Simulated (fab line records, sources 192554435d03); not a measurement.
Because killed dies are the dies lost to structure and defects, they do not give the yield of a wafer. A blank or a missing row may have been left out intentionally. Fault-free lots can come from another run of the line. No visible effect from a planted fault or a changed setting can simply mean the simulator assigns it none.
8D (eight disciplines) problem report, filled in by code || flow n5-finfet || the parts of the form that need people (team, actions taken, sign-off) are left out

== 1. THE ISSUE ==
Wafers with no fault read 15 with a standard deviation of 5.9, whereas killed_at_M4_up at N5_PASSIVATION_PROBE_49 reads a mean of 135 on 1 wafer of 1 lot. Relative to the usual mean, that is a shift of +20 standard deviations.
Earliest sighting: wafer L765.3 on prober-02 at day 17 10:48. At this step, 32 wafers from 11 lots have a number in the record. Rule for "out" (also "out of limits"): further than 4 standard deviations from the usual mean. Any other wafer with a number is counted as sound.

== 2. WHAT IT IS AND WHAT IT IS NOT ==
{"question": "which readings at this step", "is": "killed_at_M4_up, defect-limited-yield, killed-dies, sort_bin_5_function, sort-n-pass, sort-yield-pct", "is not": "killed_at_M0_to_M3, killed-at-contacts, killed-at-front-end, killed-at-other, killed-open, killed-short, sort_bin_4_leakage, sort_bin_6_memory, sort_bin_8_speed"}
{"question": "which lots", "is": "L765", "is not": "L747, L749, L756, L757, L758, L759, L760, L763, L767, L770"}
{"question": "which wafers of those lots", "is": "L765.3", "is not": "L765.4"}
{"question": "read on which tools", "is": "prober-02", "is not": "prober-01"}
{"question": "when", "is": "from day 17 10:48", "is not": "up to then (27 sound wafers); but 4 sound wafers of L765, L770 came after"}

== 3. THE SUSPECTS, EACH WITH WHAT RULES IT OUT ==
Counting: a tool at a process step up to the reading stays a suspect if it ran every lot that is out. Sound lots after the first of them don't rule it out here, since some wafers of a struck lot are sound.
- pvd-sputter-02 at N5_BEOL_M13_SPUTTER_44 (material Ta, target thk 10 nm, time 16.13 s): kept. The lot that is out, L765, ran on it at day 16 02:29; the last sound lot it ran before that was L760, at day 14 07:59.
- rie-diel-03 at N5_PASSIVATION_ETCH_54 (etches SiO2 in CHF3/O2, target depth 880 nm, time 440 s): kept. The lot that is out, L765, ran on it at day 17 07:54; the last sound lot it ran before that was L767, at day 17 03:11.
- rie-diel-03 at N5_PASSIVATION_STRIP_48 (strips in O2): kept. The lot that is out, L765, ran on it at day 17 08:11; the last sound lot it ran before that was L767, at day 17 03:28.
- prober-02 at N5_PASSIVATION_PROBE_49: kept. The lot that is out, L765, ran on it at day 17 10:48; the last sound lot it ran before that was L756, at day 13 22:38. Out on those wafers are its own readings of defect-limited-yield, killed_at_M4_up, killed-dies, sort_bin_5_function, sort-n-pass, sort-yield-pct.
Left after counting: pvd-sputter-02 at N5_BEOL_M13_SPUTTER_44, rie-diel-03 at N5_PASSIVATION_ETCH_54, rie-diel-03 at N5_PASSIVATION_STRIP_48, prober-02 at N5_PASSIVATION_PROBE_49.

== 4. THE CAUSE (what the simulator had put in) ==
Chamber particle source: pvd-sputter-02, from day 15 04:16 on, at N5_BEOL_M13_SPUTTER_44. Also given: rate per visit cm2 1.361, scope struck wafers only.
Counting left 4 suspects, and this tool is among them.

== 5. SEQUENCE OF EFFECTS, ordered by route ==
One row per reading whose mean, taken over the struck wafers that have a number, lies over 3 standard deviations from the usual. Only readings whose record carries a usual standard deviation are examined. hours: median over the lots of the time between each lot's start at the first step of this table that gives one and its start at this step. sigmas: the change, counted in usual standard deviations.
{"hours": 0, "step": "N5_PASSIVATION_PROBE_49", "reading": "defect-limited-yield", "usual": "91.2 %", "on struck wafers": 81.9, "change": -9.3, "sigmas": -6.2}
{"hours": 0, "step": "N5_PASSIVATION_PROBE_49", "reading": "killed_at_M4_up", "usual": 15, "on struck wafers": 135, "change": "+120", "sigmas": "+20"}
{"hours": 0, "step": "N5_PASSIVATION_PROBE_49", "reading": "killed-dies", "usual": 104, "on struck wafers": 214, "change": "+110", "sigmas": "+6.1"}
{"hours": 0, "step": "N5_PASSIVATION_PROBE_49", "reading": "killed-on-rim", "usual": 14, "on struck wafers": 29, "change": "+15", "sigmas": "+3.7"}
{"hours": 0, "step": "N5_PASSIVATION_PROBE_49", "reading": "sort_bin_5_function", "usual": "5.1 %", "on struck wafers": 10.4, "change": "+5.3", "sigmas": "+4.8"}
{"hours": 0, "step": "N5_PASSIVATION_PROBE_49", "reading": "sort-n-pass", "usual": 1076, "on struck wafers": 966, "change": -110, "sigmas": -6.1}
{"hours": 0, "step": "N5_PASSIVATION_PROBE_49", "reading": "sort-yield-pct", "usual": "91.2 %", "on struck wafers": 81.9, "change": -9.3, "sigmas": -6.2}
Its process steps:
- N5_PASSIVATION_PROBE_49

== 6. HOW IT WOULD HAVE BEEN CAUGHT EARLIER ==
In this record the first reading out of limits was taken at day 17 10:48, 55 hours after the fault began at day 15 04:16.
No tool reading at N5_BEOL_M13_SPUTTER_44 that has a usual standard deviation in the record was out on any struck wafer, so an alarm limit of 4 standard deviations on those readings would not have fired.
By day 17 10:48 the whole set of lots that are out, 1 in number, had already begun N5_BEOL_M13_SPUTTER_44 on pvd-sputter-02. Had the tool been put on hold then, not one of them would have been saved.
